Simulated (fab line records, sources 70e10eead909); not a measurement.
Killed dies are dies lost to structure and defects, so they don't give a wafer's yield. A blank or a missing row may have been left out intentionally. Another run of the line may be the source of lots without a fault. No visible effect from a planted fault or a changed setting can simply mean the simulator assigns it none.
Chamber matching :: flow nand-harc :: 4 sister chambers for NHARC_A_CHANNEL_HOLE_D1_ETCH_38 on rie-diel-06
The step etches the open film in CF4, target depth 39 nm, time 65 s. 18 wafers are shown with their chamber, then 9 later ones without.

WAFERS PAIRED WITH THEIR CHAMBERS
wafer: L106.1
chamber: 2
drypump-motor-current-A (A): 5.3
rf-vpp-V (V): 148.9
oes-product-au (a.u.): 1.006

wafer: L106.2
chamber: 1
drypump-motor-current-A (A): 5.6
rf-vpp-V (V): 151.2
oes-product-au (a.u.): 1.001

wafer: L106.4
chamber: 0
drypump-motor-current-A (A): 6.1
rf-vpp-V (V): 151.9
oes-product-au (a.u.): 1.017

wafer: L107.4
chamber: 2
drypump-motor-current-A (A): 5.3
rf-vpp-V (V): 149.6
oes-product-au (a.u.): 1.006

wafer: L107.5
chamber: 2
drypump-motor-current-A (A): 5.3
rf-vpp-V (V): 149.4
oes-product-au (a.u.): 0.997

wafer: L107.6
chamber: 1
drypump-motor-current-A (A): 5.6
rf-vpp-V (V): 151.2
oes-product-au (a.u.): 0.989

wafer: L112.1
chamber: 3
drypump-motor-current-A (A): 6.2
rf-vpp-V (V): 150.9
oes-product-au (a.u.): 0.998

wafer: L112.4
chamber: 3
drypump-motor-current-A (A): 6.2
rf-vpp-V (V): 150.1
oes-product-au (a.u.): 1.004

wafer: L112.6
chamber: 1
drypump-motor-current-A (A): 5.6
rf-vpp-V (V): 152.6
oes-product-au (a.u.): 0.995

wafer: L116.3
chamber: 0
drypump-motor-current-A (A): 6.1
rf-vpp-V (V): 149.4
oes-product-au (a.u.): 1.010

wafer: L116.4
chamber: 2
drypump-motor-current-A (A): 5.3
rf-vpp-V (V): 148.6
oes-product-au (a.u.): 1.017

wafer: L116.6
chamber: 0
drypump-motor-current-A (A): 6.1
rf-vpp-V (V): 151.5
oes-product-au (a.u.): 1.002

wafer: L120.1
chamber: 1
drypump-motor-current-A (A): 5.6
rf-vpp-V (V): 152.6
oes-product-au (a.u.): 0.997

wafer: L120.3
chamber: 0
drypump-motor-current-A (A): 6.2
rf-vpp-V (V): 151.1
oes-product-au (a.u.): 1.019

wafer: L120.4
chamber: 2
drypump-motor-current-A (A): 5.3
rf-vpp-V (V): 149.3
oes-product-au (a.u.): 1.011

wafer: L119.2
chamber: 3
drypump-motor-current-A (A): 6.2
rf-vpp-V (V): 151.2
oes-product-au (a.u.): 1.011

wafer: L119.4
chamber: 2
drypump-motor-current-A (A): 5.3
rf-vpp-V (V): 151.2
oes-product-au (a.u.): 1.019

wafer: L119.6
chamber: 1
drypump-motor-current-A (A): 5.6
rf-vpp-V (V): 152.2
oes-product-au (a.u.): 0.997

SIGNATURES (averages over the wafers above)
reading: drypump-motor-current-A
chamber 0: 6.125
chamber 1: 5.600
chamber 2: 5.300
chamber 3: 6.200
scatter within a chamber: 0.0231

reading: rf-vpp-V
chamber 0: 150.975
chamber 1: 151.960
chamber 2: 149.500
chamber 3: 150.733
scatter within a chamber: 0.863

reading: oes-product-au
chamber 0: 1.01200
chamber 1: 0.99580
chamber 2: 1.00933
chamber 3: 1.00433
scatter within a chamber: 0.00691
Rule: a wafer lies at a distance from a chamber equal to the root of the sum of squares, over the readings, of (its reading less the chamber's mean, divided by the reading's scatter). If the next closest chamber is less than 2 further off than the closest, the wafer can't be placed; otherwise it belongs to the closest. The scatter is the square root of a quotient: the sum, over the shown wafers, of each reading's squared deviation from its chamber's mean, divided by wafers minus chambers.

WAFERS WITH NO CHAMBER GIVEN
wafer: L126.1
drypump-motor-current-A (A): 6.2
rf-vpp-V (V): 151.9
oes-product-au (a.u.): 1.005

wafer: L126.2
drypump-motor-current-A (A): 5.6
rf-vpp-V (V): 151.5
oes-product-au (a.u.): 0.990

wafer: L126.3
drypump-motor-current-A (A): 6.1
rf-vpp-V (V): 150.4
oes-product-au (a.u.): 1.011

wafer: L125.2
drypump-motor-current-A (A): 6.2
rf-vpp-V (V): 151.4
oes-product-au (a.u.): 0.992

wafer: L125.5
drypump-motor-current-A (A): 5.3
rf-vpp-V (V): 148.9
oes-product-au (a.u.): 1.002

wafer: L125.6
drypump-motor-current-A (A): 5.6
rf-vpp-V (V): 150.4
oes-product-au (a.u.): 1.001

wafer: L128.2
drypump-motor-current-A (A): 6.1
rf-vpp-V (V): 150.6
oes-product-au (a.u.): 1.013

wafer: L128.3
drypump-motor-current-A (A): 6.3
rf-vpp-V (V): 151.3
oes-product-au (a.u.): 0.997

wafer: L128.6
drypump-motor-current-A (A): 6.1
rf-vpp-V (V): 149.5
oes-product-au (a.u.): 1.003

EACH ONE'S CHAMBER
wafer: L126.1
from the rows above: 3
in truth: 3

wafer: L126.2
from the rows above: 1
in truth: 1

wafer: L126.3
from the rows above: 0
in truth: 0

wafer: L125.2
from the rows above: 3
in truth: 3

wafer: L125.5
from the rows above: 2
in truth: 2

wafer: L125.6
from the rows above: 1
in truth: 1

wafer: L128.2
from the rows above: 0
in truth: 0

wafer: L128.3
from the rows above: 3
in truth: 3

wafer: L128.6
from the rows above: 0
in truth: 0
9 of 9 placed correctly. Left unplaced by these rows: 0. Wrongly placed: 0.
